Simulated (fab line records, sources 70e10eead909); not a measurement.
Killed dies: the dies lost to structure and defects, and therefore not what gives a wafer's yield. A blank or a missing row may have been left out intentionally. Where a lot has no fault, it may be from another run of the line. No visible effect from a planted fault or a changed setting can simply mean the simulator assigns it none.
Which tool is to blame?	flow nand harc	36 wafers from 12 lots sampled at 5 of the route's 1302 steps

WHAT THE GAUGES SHOWED, per wafer
NHARC_END_SORT_01.
lot	measured	on	killed at array	killed at other	killed at periphery	killed dies	killed open	killed short
L290	day 34 07:05	prober-01	41 42 43	1 1 1	4 2 3	46 45 47	2 3 4	1 2 1

EACH LOT AND THE TOOL THAT RAN IT (in order: tool; ch and the chambers of the sampled wafers; start)
lot	NHARC_A_STAIRCASE_TRIM_222	NHARC_A_STAIRCASE_TRIM_229	NHARC_A_STAIRCASE_ETCH_234	NHARC_A_STAIRCASE_HM_DEP_456
L272	rie diel-11 ch 1,2, day 16 09:39 or earlier	rie diel-11 ch 0,1, day 16 09:39	rie diel-11 ch 0,1,2, day 16 21:11 or earlier	acl dep-01 ch 0, day 16 21:11
L271	rie diel-11 ch 0,1,2, day 16 11:11 or earlier	rie diel-13 ch 0,1,2, day 16 11:11	rie diel-13 ch 0,2,3, day 16 20:34 or earlier	acl dep-02 ch 0, day 16 20:34
L275	rie diel-11 ch 2,3, day 18 04:49 or earlier	rie diel-11 ch 0,1,2, day 18 04:49	rie diel-11 ch 0,1,2, day 18 08:43 or earlier	acl dep-01 ch 0, day 18 08:43
L276	rie diel-11 ch 2,3, day 18 10:32 or earlier	rie diel-08 ch 0,2,3, day 18 10:32	rie diel-08 ch 0,1,2, day 18 14:42 or earlier	acl dep-03 ch 0, day 18 14:42
L277	rie diel-11 ch 1,2,3, day 19 02:56 or earlier	rie diel-13 ch 0,3, day 19 02:56	rie diel-13 ch 2,3, day 19 09:23 or earlier	acl dep-01 ch 0, day 19 09:23
L278	rie diel-13 ch 1,2,3, day 19 22:20 or earlier	rie diel-08 ch 1,2,3, day 19 22:20	rie diel-08 ch 1,2,3, day 20 06:02 or earlier	acl dep-03 ch 0, day 20 06:02
L281	rie diel-08 ch 1,3, day 20 14:50 or earlier	rie diel-08 ch 1,2,3, day 20 14:50	rie diel-08 ch 0,1, day 20 19:34 or earlier	acl dep-03 ch 0, day 20 19:34
L283	rie diel-13 ch 2,3, day 21 14:02 or earlier	rie diel-08 ch 0,1, day 21 14:02	rie diel-08 ch 2,3, day 21 21:01 or earlier	acl dep-01 ch 0, day 21 21:01
L285	rie diel-13 ch 0,1,2, day 22 05:59 or earlier	rie diel-13 ch 1,2, day 22 05:59	rie diel-13 ch 0,3, day 22 11:43 or earlier	acl dep-02 ch 0, day 22 11:43
L289	rie diel-13 ch 0,1,2, day 23 08:44 or earlier	rie diel-11 ch 1,2,3, day 23 08:44	rie diel-11 ch 1,2,3, day 23 12:27 or earlier	acl dep-02 ch 0, day 23 12:27
L290	rie diel-13 ch 1,2, day 24 16:23 or earlier	rie diel-11 ch 0,1,2, day 24 16:23	rie diel-11 ch 1,3, day 24 20:07 or earlier	acl dep-03 ch 0, day 24 20:07
L294	rie diel-13 ch 1,2, day 25 17:14 or earlier	rie diel-08 ch 0,2,3, day 25 17:14	rie diel-08 ch 0,2,3, day 26 00:11 or earlier	acl dep-01 ch 0, day 26 00:11
- NHARC_A_STAIRCASE_TRIM_222: chemistry O2, time 211.2 s.
- NHARC_A_STAIRCASE_TRIM_229: chemistry O2, time 211.2 s.
- NHARC_A_STAIRCASE_ETCH_234: etches the open film in C4F8/O2, target depth 100 nm, time 40.5 s.
- NHARC_A_STAIRCASE_HM_DEP_456: deposits aC, target thk 3100 nm.

WHAT THE TOOLS THEMSELVES READ (means of the sampled wafers that have a number; where no wafer has one, the mark that the record gives instead)
NHARC_A_STAIRCASE_TRIM_222.
lot	tool	drypump motor current A (A)	o2 flow sccm (sccm)	oes product au (a.u.)	rf vpp V (V)	showerhead plenum p Torr (Torr)	throttle valve pct (%)
L272	rie diel-11	6.3	500.2	1.000	57.6	3.46	17.040
L271	rie diel-11	6.3	500.8	0.996	57.7	3.42	17.050
L275	rie diel-11	6.4	501.1	1.013	58.1	3.50	17.036
L276	rie diel-11	6.3	499.9	0.998	58.3	3.54	17.034
L277	rie diel-11	6.3	499.6	1.004	58.0	3.49	17.038
L278	rie diel-13	6.2	500.5	1.003	57.3	3.56	17.035
L281	rie diel-08	6.4	500.3	1.004	58.4	3.54	17.027
L283	rie diel-13	6.0	500.3	1.001	57.8	3.71	17.031
L285	rie diel-13	5.9	499.9	1.004	57.3	3.53	17.039
L289	rie diel-13	5.9	498.8	1.006	57.6	3.52	17.035
L290	rie diel-13	6.2	501.9	1.010	58.5	3.61	17.026
L294	rie diel-13	6.2	501.4	1.003	58.3	3.61	17.029

NHARC_A_STAIRCASE_TRIM_229.
lot	tool	drypump motor current A (A)	o2 flow sccm (sccm)	oes product au (a.u.)	rf vpp V (V)	showerhead plenum p Torr (Torr)	throttle valve pct (%)
L272	rie diel-11	6.2	501.2	0.995	57.5	3.36	17.032
L271	rie diel-13	5.9	499.0	1.005	57.0	3.55	17.038
L275	rie diel-11	6.3	499.4	1.001	57.4	3.41	17.035
L276	rie diel-08	5.6	498.8	1.001	57.8	3.71	17.037
L277	rie diel-13	5.3	500.6	0.997	56.9	3.52	17.031
L278	rie diel-08	6.1	499.3	1.011	58.3	3.58	17.035
L281	rie diel-08	6.1	500.7	0.997	57.2	3.58	17.034
L283	rie diel-08	5.4	500.4	1.002	58.5	3.66	17.036
L285	rie diel-13	6.4	499.2	0.998	57.1	3.47	17.032
L289	rie diel-11	6.3	501.2	0.990	58.3	3.47	17.035
L290	rie diel-11	6.3	499.1	0.995	58.1	3.39	17.035
L294	rie diel-08	5.6	499.4	1.000	57.9	3.67	17.031

NHARC_A_STAIRCASE_ETCH_234.
lot	tool	oes product au (a.u.)	rf vpp V (V)
L272	rie diel-11	0.936	891
L271	rie diel-13	0.961	900
L275	rie diel-11	0.947	892
L276	rie diel-08	0.946	899
L277	rie diel-13	0.958	902
L278	rie diel-08	0.937	898
L281	rie diel-08	0.963	897
L283	rie diel-08	0.931	900
L285	rie diel-13	0.949	896
L289	rie diel-11	0.940	893
L290	rie diel-11	0.933	895
L294	rie diel-08	0.954	901

NHARC_A_STAIRCASE_HM_DEP_456.
lot	tool	throttle valve pct (%)
L272	acl dep-01	35.001
L271	acl dep-02	35.003
L275	acl dep-01	35.003
L276	acl dep-03	34.995
L277	acl dep-01	35.005
L278	acl dep-03	34.999
L281	acl dep-03	35.001
L283	acl dep-01	34.998
L285	acl dep-02	35.002
L289	acl dep-02	35.007
L290	acl dep-03	35.005
L294	acl dep-01	34.998

THE ANSWER, worked out from the rows above alone
Rule: usual is defined by the lots themselves. The widest of any qualifying gaps counts: lots, ordered by their means at a reading, are off when they make up no more than a third of the lots, leave a main group of 4 or more, and stand apart from it by 3 or more times the standard deviation of that group's means. The tables above print the reading to a certain number of digits; a main group whose means all agree to those digits is not used. A lot without any number at a reading at which 4 lots or more have one is off too. Any other lot the step has rows for is counted as sound. The gauges are gone through in route order, then the tools' own readings, and for those a lot's mean is taken as printed above. At the first step where some lot is off, the reading lying furthest off is the one used; lots without a number count as furthest.
No lot is off on any of the readings shown, so nothing can be concluded from this.

WHAT WAS PUT IN BY THE SIMULATOR
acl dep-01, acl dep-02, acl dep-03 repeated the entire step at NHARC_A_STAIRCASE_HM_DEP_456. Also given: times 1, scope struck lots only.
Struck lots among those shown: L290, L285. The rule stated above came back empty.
